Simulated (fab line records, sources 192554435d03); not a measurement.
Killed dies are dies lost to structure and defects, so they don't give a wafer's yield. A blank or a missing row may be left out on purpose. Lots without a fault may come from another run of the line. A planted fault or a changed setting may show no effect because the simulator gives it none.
fab line records | flow n5_finfet
record lots=5 wafers=15 last_day=18
route steps=1938 shown BEOL_M11@1552
lots that met no fault: from a run of the same line without faults
start_h: hours from the record's first day to the start of the lot's first wafer shown | wait_h: hours since the lot's step before | " the same as in the row above | L1.1+2: a row that stands for several wafers | - no value, or no start given | * or withheld: withheld | < > ~ a bound
route shown NAME@n: a module of which the file shows steps, and the number in the route of the first | usual: mean/standard deviation of fault-free wafers | same: alike in all rows | chamber/n: place in a boat | sites: the reading at each site | _std_site: their standard deviation | _edge_site: outer sites' mean less inner sites' | radius_mm: how far each site lies from the wafer's centre | mask NAME#n: copy n | behind: the tool/chamber that last shaped the wafer | hold: why the lot was held/for how many hours/how that ended | device: the transistor (n, p or np) that didn't switch | end of line: the same wafers' tests at the end of the route | a step without rows: its recipe alone | killed: dies lost to structure and defects at the first sort, not the wafer's yield | map: a wafer's dies, x killed, . not, _ none there
set.NAME: the setting as run; set.NAME@STEP: as run at that earlier step | model.NAME: the simulator's own value behind a step, which no gauge read
lots at some steps of the route; a table a step, a row a wafer
services: from which hour (start_h, from the record's first day; less than 0 if before it) a tool's chamber was out of use, for how many hours, and why
## steps
# step N5_BEOL_M11_DESCUM_16
# recipe chemistry=O2 time_s=7.9 source_power_w=50 bias_power_w=20 pressure_mtorr=20 rf_frequency_hz=2.712e+07 temp_c=40 resist=CAR-ArF o2_flow_sccm=225
# usual drypump_motor_current_A=5.6/0.32 oes_product_au=0.78/0.067 rf_vpp_V=242.9/1.6 showerhead_plenum_p_Torr=2.08/0.079 throttle_valve_pct=20.45/0.18
# same time_s=7.9
# columns lot.wafer tool chamber start_h wait_h drypump_motor_current_A oes_product_au rf_hours_counter_h rf_vpp_V showerhead_plenum_p_Torr throttle_valve_pct
L076.2 rie_diel-02 0 283.97 0.6 5.5 0.79 129 242.6 2.02 20.31
L076.3 " 3 " " 5.6 0.72 227 241.3 1.95 20.43
L076.6 " 3 " " 5.7 0.72 - 241.4 1.95 20.41
L083.1 rie_diel-02 0 304.34 0.0 5.5 0.78 137 241.9 2.01 20.33
L083.3 " 1 " " 5.4 0.82 104 245.6 2.19 20.20
L083.4 " 3 " " 5.7 0.71 235 241.5 1.95 20.42
L084.2 rie_diel-03 3 329.53 0.0 4.9 0.72 215 243.5 2.15 20.81
L084.3 " 1 " " 6.4 0.75 198 243.2 2.11 20.74
L084.5 " 1 " " 6.4 0.74 - 243.3 2.11 20.74
L091.2 rie_diel-06 3 359.68 0.0 5.8 0.67 250 242.4 2.03 20.47
L091.3 " 0 " " 5.5 0.83 73 242.1 2.07 20.38
L091.6 " 3 " " 5.8 0.67 - 243.1 2.03 20.47
L092.2 rie_diel-02 0 378.55 0.8 5.5 0.76 161 242.7 2.01 20.35
L092.4 " 2 " " 5.5 0.68 243 242.2 2.07 20.59
L092.6 " 3 " " 5.6 0.96 - 245.5 2.20 20.09
# step N5_BEOL_M11_ETCH_61
# recipe chemistry=CF4 target=SiARC target_depth_a=390 mask_material=CAR-ArF time_s=65 ion_energy_ev=80 pressure_mtorr=40 source_w=545 bias_w=36 Ar_flow_sccm=100 cf4_flow_sccm=100 ends=cleared
# usual cf4_flow_sccm=100.0/0.3 drypump_motor_current_A=5.6/0.32 etch_rf_on_time_s=65.0/2.6 oes_product_au=0.66/0.057 rf_vpp_V=184.0/1.2 showerhead_plenum_p_Torr=2.13/0.079 throttle_valve_pct=15.63/0.23
# columns lot.wafer tool chamber start_h wait_h cf4_flow_sccm drypump_motor_current_A etch_rf_on_time_s oes_product_au rf_hours_counter_h rf_vpp_V showerhead_plenum_p_Torr throttle_valve_pct
L076.2 rie_diel-02 0 284.01 0.0 99.7 5.5 66.4 0.66 129 183.6 2.06 15.47
L076.3 " 3 " " 100.8 5.6 69.1 0.59 227 182.6 2.02 15.81
L076.6 " 3 " " 99.8 5.6 69.4 0.60 - 182.5 2.02 15.81
L083.1 rie_diel-02 0 304.38 0.0 99.9 5.5 65.9 0.66 137 181.8 2.06 15.48
L083.3 " 1 " " 99.9 5.5 60.9 0.71 104 184.2 2.25 15.48
L083.4 " 3 " " 99.8 5.7 69.5 0.59 235 181.0 2.01 15.84
L084.2 rie_diel-03 3 329.57 0.0 100.2 4.9 63.5 0.62 215 184.3 2.21 16.00
L084.3 " 1 " " 100.2 6.5 63.6 0.64 198 184.5 2.14 15.78
L084.5 " 1 " " 100.4 6.5 63.2 0.64 - 184.2 2.14 15.78
L091.2 rie_diel-06 3 359.71 0.0 100.5 5.8 65.0 0.57 250 184.1 2.12 15.98
L091.3 " 0 " " 99.8 5.5 65.6 0.72 73 182.7 2.08 15.31
L091.6 " 3 " " 100.0 5.8 65.0 0.58 - 184.4 2.12 15.98
L092.2 rie_diel-02 0 378.59 0.0 100.2 5.5 66.2 0.64 161 183.6 2.05 15.53
L092.4 " 2 " " 100.2 5.6 62.0 0.61 243 184.1 2.12 15.85
L092.6 " 3 " " 99.8 5.7 68.0 0.79 - 186.9 2.26 15.35
# step N5_BEOL_M11_ETCH_62
# recipe chemistry=N2/H2 target=SOC target_depth_a=1100 overetch_a=220 mask_material=SiARC temp_c=40 time_s=165 ion_energy_ev=200 pressure_mtorr=30 source_w=840 bias_w=150 n2_flow_sccm=200 h2_flow_sccm=200
# usual drypump_motor_current_A=5.6/0.32 oes_product_au=0.66/0.056 rf_vpp_V=523.3/2.8 showerhead_plenum_p_Torr=2.52/0.093 throttle_valve_pct=17.81/0.22
# same time_s=165
# columns lot.wafer tool chamber start_h wait_h drypump_motor_current_A oes_product_au rf_hours_counter_h rf_vpp_V showerhead_plenum_p_Torr throttle_valve_pct
L076.2 rie_diel-02 0 284.06 0.0 5.5 0.66 129 520.8 2.47 17.85
L076.3 " 3 " " 5.7 0.62 227 519.8 2.40 17.94
L076.6 " 3 " " 5.7 0.61 - 519.7 2.40 17.93
L083.1 rie_diel-02 0 304.43 0.0 5.5 0.66 137 521.2 2.46 17.88
L083.3 " 1 " " 5.4 0.67 104 527.6 2.66 17.59
L083.4 " 3 " " 5.7 0.60 235 519.2 2.39 17.93
L084.2 rie_diel-03 3 329.62 0.0 4.9 0.61 215 526.9 2.62 18.28
L084.3 " 1 " " 6.5 0.63 198 522.9 2.52 17.79
L084.5 " 1 " " 6.5 0.63 - 524.7 2.52 17.79
L091.2 rie_diel-06 3 359.76 0.0 5.8 0.56 250 523.4 2.50 18.01
L091.3 " 0 " " 5.5 0.71 73 521.3 2.47 17.56
L091.6 " 3 " " 5.8 0.57 - 521.6 2.50 18.02
L092.2 rie_diel-02 0 378.64 0.0 5.5 0.64 161 520.4 2.45 17.92
L092.4 " 2 " " 5.5 0.59 243 524.2 2.49 17.91
L092.6 " 3 " " 5.7 0.80 - 528.3 2.70 17.55
# step N5_BEOL_M11_STRIP_68
# recipe chemistry=N2/H2 temp_c=40 n2_flow_sccm=200 h2_flow_sccm=200 rf_frequency_hz=6e+07
# columns lot.wafer tool chamber start_h wait_h
L076.2+3+6 rie_diel-02 0,3,3 284.19 0.1
L083.1+3+4 rie_diel-02 0,1,3 304.57 0.1
L084.2+3+5 rie_diel-03 3,1,1 329.75 0.1
L091.2+3+6 rie_diel-06 3,0,3 359.90 0.1
L092.2+4+6 rie_diel-02 0,2,3 378.77 0.1
# step N5_BEOL_M11_STRIP_67
# recipe chemistry=CF4 resist=SiARC power_w=300 bias_power_w=75 pressure_mtorr=50 cf4_flow_sccm=150 rf_frequency_hz=6e+07
# usual cf4_flow_sccm=150.0/0.43 drypump_motor_current_A=5.6/0.32 oes_product_au=0.78/0.065 rf_vpp_V=270.9/1.6 showerhead_plenum_p_Torr=1.78/0.065 throttle_valve_pct=13.61/0.25
# columns lot.wafer tool chamber start_h wait_h cf4_flow_sccm drypump_motor_current_A oes_product_au rf_hours_counter_h rf_vpp_V showerhead_plenum_p_Torr throttle_valve_pct
L076.2 rie_diel-02 0 284.20 0.0 150.2 5.5 0.79 129 269.5 1.72 13.45
L076.3 " 3 " " 150.0 5.6 0.72 228 268.4 1.69 13.85
L076.6 " 3 " " 150.5 5.6 0.72 - 267.8 1.69 13.83
L083.1 rie_diel-02 0 304.58 0.0 150.2 5.5 0.77 137 269.6 1.72 13.46
L083.3 " 1 " " 150.5 5.4 0.80 104 272.3 1.89 13.46
L083.4 " 3 " " 149.7 5.7 0.72 235 270.0 1.69 13.84
L084.2 rie_diel-03 3 329.76 0.0 150.0 4.9 0.73 215 272.0 1.85 13.95
L084.3 " 1 " " 149.6 6.5 0.74 198 271.7 1.80 13.79
L084.5 " 1 " " 150.1 6.4 0.74 - 270.3 1.80 13.78
L091.2 rie_diel-06 3 359.91 0.0 149.9 5.8 0.67 250 272.7 1.78 14.01
L091.3 " 0 " " 149.2 5.5 0.84 73 270.3 1.74 13.27
L091.6 " 3 " " 150.8 5.8 0.67 - 271.0 1.78 14.00
L092.2 rie_diel-02 0 378.78 0.0 150.5 5.5 0.76 161 270.0 1.72 13.55
L092.4 " 2 " " 150.3 5.5 0.70 243 271.5 1.78 13.84
L092.6 " 3 " " 149.7 5.6 0.95 - 272.9 1.89 13.32
# step N5_BEOL_M11_HM_OPEN_17
# recipe chemistry=Cl2/BCl3 target_depth_a=200 overetch_a=60 target=TiN mask_material=SOC ion_energy_ev=150 pressure_mtorr=10 icp_w=1000 bias_w=126 Cl2_flow_sccm=53.25 bcl3_flow_sccm=21.75 Ar_flow_sccm=25
# usual drypump_motor_current_A=5.70/0.13 oes_product_au=0.72/0.054 throttle_valve_pct=22.23/0.18
# columns lot.wafer tool chamber start_h wait_h drypump_motor_current_A oes_product_au rf_hours_counter_h throttle_valve_pct
L076.2 rie_metal-03 1 284.27 0.1 5.74 0.75 - 22.17
L076.3 " 1 " " 5.74 0.76 - 22.17
L076.6 " 1 " " 5.74 0.76 - 22.16
L083.1 rie_metal-03 1 304.62 0.0 5.74 0.73 13 22.19
L083.3 " 0 " " 5.70 0.85 - 22.19
L083.4 " 1 " " 5.75 0.74 - 22.17
L084.2 rie_metal-01 0 329.81 0.0 5.75 0.73 22 22.29
L084.3 " 0 " " 5.74 0.73 - 22.28
L084.5 " 1 " " 5.86 0.72 - 22.50
L091.2 rie_metal-03 0 359.95 0.0 5.73 0.80 5 22.18
L091.3 " 1 " " 5.78 0.72 - 22.19
L091.6 " 1 " " 5.71 0.73 - 22.17
L092.2 rie_metal-02 0 378.83 0.0 5.64 0.66 51 21.89
L092.4 " 1 " " 5.30 0.68 - 22.12
L092.6 " 1 " " 5.36 0.68 - 22.12
# step N5_BEOL_M11_STRIP_19
# recipe chemistry=O2 power_w=400 temp_c=40 pressure_mtorr=30 rf_frequency_hz=6e+07 bias_power_w=0 overash_fraction=0.2 o2_flow_sccm=225
# usual drypump_motor_current_A=5.6/0.35 oes_product_au=0.77/0.065 rf_vpp_V=3.7/0.59 showerhead_plenum_p_Torr=2.09/0.076 throttle_valve_pct=16.72/0.18
# columns lot.wafer tool chamber start_h wait_h drypump_motor_current_A oes_product_au rf_hours_counter_h rf_vpp_V showerhead_plenum_p_Torr throttle_valve_pct
L076.2 rie_diel-06 2 284.44 0.1 5.8 0.78 133 4.7 1.96 16.80
L076.3 " 3 " " 5.8 0.69 225 3.4 2.04 16.79
L076.6 " 0 " " 5.5 0.88 - 3.6 2.08 16.51
L083.1 rie_diel-02 0 304.73 0.1 5.5 0.79 137 3.4 2.02 16.57
L083.3 " 3 " " 5.7 0.72 235 4.3 1.95 16.79
L083.4 " 2 " " 5.5 0.70 216 3.2 2.09 16.84
L084.2 rie_diel-02 3 330.01 0.2 5.6 0.70 243 4.2 1.95 16.81
L084.3 " 2 " " 5.5 0.70 226 2.9 2.08 16.86
L084.5 " 2 " " 5.6 0.71 - 3.2 2.08 16.87
L091.2 rie_diel-06 1 360.06 0.1 5.4 0.79 118 3.0 2.10 16.73
L091.3 " 3 " " 5.8 0.68 250 3.2 2.04 16.82
L091.6 " 0 " " 5.5 0.84 - 4.3 2.07 16.55
L092.2 rie_diel-06 1 379.01 0.2 5.4 0.80 126 2.9 2.10 16.77
L092.4 " 2 " " 5.8 0.76 - 3.2 1.95 16.88
L092.6 " 1 " " 5.4 0.78 - 4.7 2.10 16.73
# step N5_BEOL_M11_CD_MEAS_18
# recipe pitch_nm=140 target_cd_nm=70
# usual cd_nm=69.4/0.78
# columns lot.wafer tool chamber start_h wait_h cd_nm
L076.2 cd_sem-02 - 284.52 0.1 69.4
L076.3 " - " " 69.6
L076.6 " - " " 69.0
L083.1 cd_sem-03 - 304.80 0.0 68.9
L083.3 " - " " 69.5
L083.4 " - " " 68.2
L084.2 cd_sem-03 - 330.08 0.1 70.3
L084.3 " - " " 70.1
L084.5 " - " " 69.0
L091.2 cd_sem-03 - 360.13 0.1 69.2
L091.3 " - " " 69.1
L091.6 " - " " 69.3
L092.2 cd_sem-01 - 379.08 0.1 68.7
L092.4 " - " " 68.5
L092.6 " - " " 68.0
# step N5_BEOL_M11_COAT_63
# recipe resist=SOC temp_c=250 time_s=60 spin_rpm=1500 resist_thk_nm=100
# same time_s=60
# columns lot.wafer tool chamber start_h wait_h
L076.2+3+6 litho_track-02 0 286.26 1.7
L083.1+3+4 litho_track-04 0 305.24 0.4
L084.2+3+5 litho_track-01 0 331.14 1.1
L091.2+3+6 litho_track-04 0 361.05 0.9
L092.2+4+6 litho_track-04 0 383.07 4.0
# step N5_BEOL_M11_COAT_64
# recipe resist=SiARC temp_c=220 time_s=60 spin_rpm=1500 resist_thk_nm=30
# same time_s=60
# columns lot.wafer tool chamber start_h wait_h
L076.2+3+6 litho_track-02 0 - -
L083.1+3+4 litho_track-04 0 - -
L084.2+3+5 litho_track-01 0 - -
L091.2+3+6 litho_track-04 0 - -
L092.2+4+6 litho_track-04 0 - -
# step N5_BEOL_M11_COAT_22
# recipe resist=CAR-ArF spin_rpm=1500 resist_thk_nm=90
# columns lot.wafer tool chamber start_h wait_h
L076.2+3+6 litho_track-02 0 - -
L083.1+3+4 litho_track-04 0 - -
L084.2+3+5 litho_track-01 0 - -
L091.2+3+6 litho_track-04 0 - -
L092.2+4+6 litho_track-04 0 - -
# step N5_BEOL_M11_EBR_24
# recipe solvent=PGMEA ebr_width_mm=1.5
# columns lot.wafer tool chamber start_h wait_h
L076.2+3+6 litho_track-02 0 - -
L083.1+3+4 litho_track-04 0 - -
L084.2+3+5 litho_track-01 0 - -
L091.2+3+6 litho_track-04 0 - -
L092.2+4+6 litho_track-04 0 - -
# step N5_BEOL_M11_SOFTBAKE_23
# recipe temp_c=110 time_s=60 resist=CAR-ArF
# same time_s=60
# columns lot.wafer tool chamber start_h wait_h
L076.2+3+6 litho_track-02 0 - -
L083.1+3+4 litho_track-04 0 - -
L084.2+3+5 litho_track-01 0 - -
L091.2+3+6 litho_track-04 0 - -
L092.2+4+6 litho_track-04 0 - -
# step N5_BEOL_M11_EXPOSE_25
# recipe mask_id=V10 na=1.35 source_shape=annular sigma_inner=0.5 sigma_outer=0.8 polarization=unpolarized dose_mj=85.5
# columns lot.wafer tool chamber start_h wait_h mask
L076.2+3+6 arfi_scanner-01 0 286.39 - V10#0
L083.1+3+4 arfi_scanner-01 0 305.48 - V10#0
L084.2+3+5 arfi_scanner-01 0 331.26 - V10#0
L091.2+3+6 arfi_scanner-01 0 361.50 - V10#0
L092.2+4+6 arfi_scanner-03 0 383.39 - V10#0
# step N5_BEOL_M11_PEB_26
# recipe peb_temp_c=withheld peb_time_s=60 resist=CAR-ArF
# columns lot.wafer tool chamber start_h wait_h
L076.2+3+6 litho_track-01 0 286.45 0.1
L083.1+3+4 litho_track-04 0 305.54 0.1
L084.2+3+5 litho_track-01 0 331.32 0.1
L091.2+3+6 litho_track-02 0 361.56 0.1
L092.2+4+6 litho_track-02 0 383.45 0.1
# step N5_BEOL_M11_DEVELOP_27
# recipe develop_time_s=30 developer=TMAH resist=CAR-ArF rinse_liquid=diw dry=air_spin dev_temp_c=23
# columns lot.wafer tool chamber start_h wait_h
L076.2+3+6 litho_track-01 0 - -
L083.1+3+4 litho_track-04 0 - -
L084.2+3+5 litho_track-01 0 - -
L091.2+3+6 litho_track-02 0 - -
L092.2+4+6 litho_track-02 0 - -
# step N5_BEOL_M11_CD_MEAS_28
# recipe target_cd_nm=70 landing_energy_ev=500 detector=se_inlens polarity=opening
# usual cd_nm=69.0/1
# columns lot.wafer tool chamber start_h wait_h cd_nm
L076.2 cd_sem-03 0 286.51 - 68.8
L076.3 " 0 " " 69.4
L076.6 " 0 " " 68.2
L083.1 cd_sem-02 0 305.61 - 69.2
L083.3 " 0 " " 72.3
L083.4 " 0 " " 69.2
L084.2 cd_sem-03 0 331.39 - 68.6
L084.3 " 0 " " 69.3
L084.5 " 0 " " 69.4
L091.2 cd_sem-03 0 361.63 - 69.3
L091.3 " 0 " " 68.3
L091.6 " 0 " " 69.4
L092.2 cd_sem-01 0 383.52 - 68.7
L092.4 " 0 " " 71.4
L092.6 " 0 " " 68.3
# step N5_BEOL_M11_OVL_MEAS_29
# recipe points_per_wafer=44
# usual V10_OVL=0.5/0.65
# columns lot.wafer tool chamber start_h wait_h V10_OVL[nm]
L076.2 overlay-02 0 286.54 0.0 2.5
L076.3 " 0 " " 1.1
L076.6 " 0 " " 1.0
L083.1 overlay-01 0 305.64 0.0 0.2
L083.3 " 0 " " 1.4
L083.4 " 0 " " 1.7
L084.2 overlay-02 0 331.42 0.0 0.3
L084.3 " 0 " " -0.4
L084.5 " 0 " " 0.1
L091.2 overlay-02 0 361.66 0.0 0.0
L091.3 " 0 " " 0.6
L091.6 " 0 " " 0.9
L092.2 overlay-01 0 383.55 0.0 1.0
L092.4 " 0 " " 0.2
L092.6 " 0 " " 0.9
# step N5_BEOL_M11_INSPECT_30
# recipe mode=adi inspect_instrument=brightfield
# usual raw_defect_count=424/91
# columns lot.wafer tool chamber start_h wait_h raw_defect_count
L076.2 defect_inspect-01 - 286.57 0.0 569
L076.3 " - " " 445
L076.6 " - " " 429
L083.1 defect_inspect-02 - 305.66 0.0 609
L083.3 " - " " 482
L083.4 " - " " 467
L084.2 defect_inspect-02 - 331.44 0.0 276
L084.3 " - " " 383
L084.5 " - " " 538
L091.2 defect_inspect-01 - 361.68 0.0 330
L091.3 " - " " 362
L091.6 " - " " 396
L092.2 defect_inspect-01 - 383.57 0.0 366
L092.4 " - " " 365
L092.6 " - " " 293
# step N5_BEOL_M11_DESCUM_33
# recipe chemistry=O2 time_s=7.9 source_power_w=50 bias_power_w=20 pressure_mtorr=20 rf_frequency_hz=2.712e+07 temp_c=40 resist=CAR-ArF o2_flow_sccm=225
# usual drypump_motor_current_A=5.58/0.28 oes_product_au=0.77/0.065 rf_vpp_V=242.7/1.5 showerhead_plenum_p_Torr=2.07/0.078 throttle_valve_pct=20.45/0.17
# same time_s=7.9
# columns lot.wafer tool chamber start_h wait_h drypump_motor_current_A oes_product_au rf_hours_counter_h rf_vpp_V showerhead_plenum_p_Torr throttle_valve_pct
L076.2 rie_diel-06 2 286.60 0.0 5.86 0.78 133 239.8 1.95 20.64
L076.3 " 1 " " 5.40 0.83 92 243.0 2.10 20.44
L076.6 " 0 " " 5.50 0.88 - 241.1 2.07 20.36
L083.1 rie_diel-02 1 305.70 0.0 5.43 0.81 105 245.4 2.19 20.21
L083.3 " 0 " " 5.53 0.78 137 243.2 2.01 20.32
L083.4 " 2 " " 5.53 0.70 217 242.5 2.08 20.55
L084.2 rie_diel-02 1 331.53 0.1 5.41 0.82 110 244.8 2.19 20.22
L084.3 " 3 " " 5.67 0.71 244 241.2 1.95 20.44
L084.5 " 3 " " 5.67 0.70 - 242.8 1.94 20.44
L091.2 rie_diel-03 2 362.24 0.6 5.40 0.88 17 244.6 2.17 20.33
L091.3 " 3 " " 4.89 0.70 224 243.2 2.15 20.81
L091.6 " 2 " " 5.41 0.89 - 245.1 2.17 20.31
L092.2 rie_diel-02 3 384.67 1.1 5.67 0.94 5 244.6 2.20 20.10
L092.4 " 1 " " 5.41 0.79 128 245.0 2.18 20.24
L092.6 " 1 " " 5.40 0.78 - 245.0 2.18 20.25
# step N5_BEOL_M11_ETCH_65
# recipe chemistry=CF4 target=SiARC target_depth_a=390 mask_material=CAR-ArF time_s=65 ion_energy_ev=80 pressure_mtorr=40 source_w=545 bias_w=36 Ar_flow_sccm=100 cf4_flow_sccm=100 ends=cleared
# usual cf4_flow_sccm=100.0/0.31 drypump_motor_current_A=5.58/0.28 etch_rf_on_time_s=65.2/2.5 oes_product_au=0.66/0.054 rf_vpp_V=183.8/1.3 showerhead_plenum_p_Torr=2.12/0.079 throttle_valve_pct=15.63/0.21
# columns lot.wafer tool chamber start_h wait_h cf4_flow_sccm drypump_motor_current_A etch_rf_on_time_s oes_product_au rf_hours_counter_h rf_vpp_V showerhead_plenum_p_Torr throttle_valve_pct
L076.2 rie_diel-06 2 286.63 0.0 99.9 5.86 66.8 0.65 133 181.1 1.99 15.65
L076.3 " 1 " " 100.2 5.37 65.7 0.69 92 184.0 2.17 15.69
L076.6 " 0 " " 99.9 5.51 65.9 0.74 - 183.5 2.09 15.23
L083.1 rie_diel-02 1 305.73 0.0 100.1 5.42 61.7 0.70 105 184.9 2.25 15.47
L083.3 " 0 " " 99.9 5.53 66.1 0.66 137 182.8 2.06 15.49
L083.4 " 2 " " 99.5 5.55 62.3 0.63 217 182.4 2.13 15.79
L084.2 rie_diel-02 1 331.57 0.0 99.7 5.41 61.1 0.70 110 185.4 2.25 15.48
L084.3 " 3 " " 100.0 5.67 69.6 0.59 244 182.8 2.01 15.84
L084.5 " 3 " " 99.6 5.67 69.5 0.58 - 184.0 2.01 15.83
L091.2 rie_diel-03 2 362.28 0.0 100.5 5.42 64.4 0.77 17 184.4 2.17 15.19
L091.3 " 3 " " 100.3 4.91 64.2 0.61 224 185.6 2.20 16.00
L091.6 " 2 " " 99.7 5.40 64.2 0.78 - 185.5 2.17 15.19
L092.2 rie_diel-02 3 384.70 0.0 100.3 5.68 67.9 0.78 5 184.7 2.26 15.35
L092.4 " 1 " " 99.9 5.45 61.0 0.68 128 185.6 2.24 15.50
L092.6 " 1 " " 100.2 5.45 61.6 0.68 - 185.7 2.24 15.52
# step N5_BEOL_M11_ETCH_66
# recipe chemistry=N2/H2 target=SOC target_depth_a=1200 overetch_a=240 mask_material=SiARC temp_c=40 time_s=180 ion_energy_ev=200 pressure_mtorr=30 source_w=840 bias_w=150 n2_flow_sccm=200 h2_flow_sccm=200
# usual drypump_motor_current_A=5.59/0.28 oes_product_au=0.63/0.049 rf_vpp_V=522.9/2.9 showerhead_plenum_p_Torr=2.51/0.091 throttle_valve_pct=17.81/0.2
# same time_s=180
# columns lot.wafer tool chamber start_h wait_h drypump_motor_current_A oes_product_au rf_hours_counter_h rf_vpp_V showerhead_plenum_p_Torr throttle_valve_pct
L076.2 rie_diel-06 2 286.68 0.0 5.84 0.62 133 516.6 2.35 17.93
L076.3 " 1 " " 5.37 0.65 92 524.9 2.55 17.65
L076.6 " 0 " " 5.52 0.71 - 522.6 2.48 17.51
L083.1 rie_diel-02 1 305.78 0.0 5.42 0.65 105 527.5 2.66 17.60
L083.3 " 0 " " 5.55 0.63 137 521.3 2.46 17.88
L083.4 " 2 " " 5.55 0.58 217 522.5 2.50 17.85
L084.2 rie_diel-02 1 331.62 0.0 5.44 0.64 111 528.0 2.66 17.59
L084.3 " 3 " " 5.66 0.58 244 520.7 2.39 17.96
L084.5 " 3 " " 5.67 0.57 - 519.0 2.39 17.95
L091.2 rie_diel-03 2 362.33 0.0 5.43 0.73 17 525.4 2.59 17.45
L091.3 " 3 " " 4.96 0.58 224 528.1 2.62 18.28
L091.6 " 2 " " 5.41 0.72 - 526.4 2.59 17.45
L092.2 rie_diel-02 3 384.75 0.0 5.67 0.76 5 527.3 2.70 17.54
L092.4 " 1 " " 5.46 0.63 128 525.9 2.65 17.62
L092.6 " 1 " " 5.45 0.63 - 527.2 2.65 17.63
# step N5_BEOL_M11_STRIP_69
# recipe chemistry=N2/H2 temp_c=40 n2_flow_sccm=200 h2_flow_sccm=200 rf_frequency_hz=6e+07
# columns lot.wafer tool chamber start_h wait_h
L076.2+3+6 rie_diel-06 2,1,0 286.80 0.1
L083.1+3+4 rie_diel-02 1,0,2 305.90 0.1
L084.2+3+5 rie_diel-02 1,3,3 331.73 0.1
L091.2+3+6 rie_diel-03 2,3,2 362.44 0.1
L092.2+4+6 rie_diel-02 3,1,1 384.87 0.1
# step N5_BEOL_M11_VIA_ETCH_34
# recipe chemistry=C4F6/O2 target=SiCOH_lowk target_depth_a=1845 mask_material=SOC taper_deg=4 time_s=69.2 ion_energy_ev=250 pressure_mtorr=30 source_w=345 bias_w=185 Ar_flow_sccm=300 C4F6_flow_sccm=10 O2_flow_sccm=10
# usual C4F6_flow_sccm=10.002/0.028 drypump_motor_current_A=5.58/0.29 oes_f_703_au=0.78/0.066 oes_product_au=0.77/0.064 rf_vpp_V=661/18 showerhead_plenum_p_Torr=2.81/0.11 throttle_valve_pct=20.91/0.2
# same time_s=69.2
# columns lot.wafer tool chamber start_h wait_h C4F6_flow_sccm drypump_motor_current_A oes_f_703_au oes_product_au rf_hours_counter_h rf_vpp_V showerhead_plenum_p_Torr throttle_valve_pct
L076.2 rie_diel-06 2 286.81 0.0 9.994 5.85 0.77 0.76 133 642 2.63 20.87
L076.3 " 1 " " 9.994 5.39 0.79 0.82 92 697 2.91 21.17
L076.6 " 0 " " 9.997 5.53 0.88 0.88 - 650 2.78 20.56
L083.1 rie_diel-02 1 305.91 0.0 9.992 5.43 0.83 0.82 105 676 2.98 20.74
L083.3 " 0 " " 10.027 5.55 0.76 0.77 137 646 2.74 20.75
L083.4 " 2 " " 10.027 5.55 0.78 0.72 217 641 2.83 21.02
L084.2 rie_diel-02 1 331.74 0.0 9.996 5.42 0.82 0.81 111 675 2.98 20.74
L084.3 " 3 " " 9.960 5.65 0.67 0.69 244 655 2.67 20.99
L084.5 " 3 " " 9.987 5.63 0.67 0.69 - 654 2.67 20.99
L091.2 rie_diel-03 2 362.45 0.0 9.994 5.39 0.95 0.90 17 667 2.91 20.63
L091.3 " 3 " " 9.994 4.92 0.73 0.71 224 665 2.93 21.28
L091.6 " 2 " " 9.984 5.40 0.95 0.89 - 667 2.91 20.63
L092.2 rie_diel-02 3 384.88 0.0 9.976 5.65 0.88 0.93 5 665 3.00 20.66
L092.4 " 1 " " 9.976 5.44 0.80 0.80 128 676 2.97 20.77
L092.6 " 1 " " 9.971 5.45 0.81 0.79 - 674 2.97 20.79
# step N5_BEOL_M11_STRIP_73
# recipe chemistry=C4F6/O2 resist=SiARC rf_frequency_hz=6e+07
# columns lot.wafer tool chamber start_h wait_h
L076.2+3+6 rie_diel-06 2,1,0 286.86 0.0
L083.1+3+4 rie_diel-02 1,0,2 305.96 0.0
L084.2+3+5 rie_diel-02 1,3,3 331.80 0.0
L091.2+3+6 rie_diel-03 2,3,2 362.51 0.0
L092.2+4+6 rie_diel-02 3,1,1 384.93 0.0
# step N5_BEOL_M11_STRIP_36
# recipe chemistry=N2/H2 power_w=450 temp_c=40 pressure_mtorr=20 rf_frequency_hz=6e+07 overash_fraction=0.3 bias_power_w=7 h2_frac=0.5 n2_flow_sccm=200 h2_flow_sccm=200
# usual drypump_motor_current_A=5.59/0.28 oes_product_au=0.78/0.066 rf_vpp_V=59.2/2 showerhead_plenum_p_Torr=2.50/0.091 throttle_valve_pct=23.60/0.28
# columns lot.wafer tool chamber start_h wait_h drypump_motor_current_A oes_product_au rf_hours_counter_h rf_vpp_V showerhead_plenum_p_Torr throttle_valve_pct
L076.2 rie_diel-06 2 286.87 0.0 5.85 0.77 133 57.7 2.35 23.90
L076.3 " 1 " " 5.45 0.82 92 59.5 2.54 23.25
L076.6 " 0 " " 5.51 0.89 - 58.7 2.48 23.41
L083.1 rie_diel-02 1 305.97 0.0 5.45 0.82 105 57.9 2.65 23.42
L083.3 " 0 " " 5.54 0.78 137 60.8 2.46 23.77
L083.4 " 2 " " 5.54 0.70 217 57.5 2.49 23.63
L084.2 rie_diel-02 1 331.81 0.0 5.43 0.82 111 60.8 2.65 23.39
L084.3 " 3 " " 5.66 0.69 244 59.2 2.39 23.55
L084.5 " 3 " " 5.65 0.71 - 58.8 2.39 23.56
L091.2 rie_diel-03 2 362.52 0.0 5.38 0.88 17 61.9 2.58 23.25
L091.3 " 3 " " 4.96 0.70 224 60.2 2.62 24.27
L091.6 " 2 " " 5.41 0.89 - 60.6 2.58 23.22
L092.2 rie_diel-02 3 384.94 0.0 5.67 0.94 5 60.2 2.70 23.26
L092.4 " 1 " " 5.41 0.79 128 59.6 2.65 23.45
L092.6 " 1 " " 5.43 0.80 - 60.6 2.65 23.43
## services
# columns tool chamber start_h hours kind
arfi_scanner-03 - 264.21 1.0 pm
rie_diel-03 2 285.40 - clean
rie_diel-03 2 285.40 - consumable_replace:focus_ring
rie_diel-03 2 285.40 16.3 scheduled_down
rie_diel-03 2 285.40 16.3 vent_cycle
arfi_scanner-03 - 293.57 0.8 pm
arfi_scanner-03 - 304.97 1.0 pm
arfi_scanner-01 - 318.83 1.3 pm
arfi_scanner-01 - 322.05 1.0 pm
rie_diel-06 2 331.76 38.5 repair
arfi_scanner-01 - 331.85 1.7 repair
arfi_scanner-03 - 345.85 1.3 pm
arfi_scanner-01 - 349.51 4.9 pm
rie_diel-02 3 351.50 - clean
rie_diel-02 3 351.50 - consumable_replace:focus_ring
rie_diel-02 3 351.50 - consumable_replace:showerhead
rie_diel-02 3 351.50 17.3 scheduled_down
rie_diel-02 3 351.50 17.3 vent_cycle
rie_diel-06 3 370.23 - clean
rie_diel-06 3 370.23 - consumable_replace:focus_ring
rie_diel-06 3 370.23 16.8 scheduled_down
rie_diel-06 3 370.23 16.8 vent_cycle
rie_diel-03 - 377.95 28.1 pm
rie_diel-02 - 383.26 0.5 repair
## key
fault none
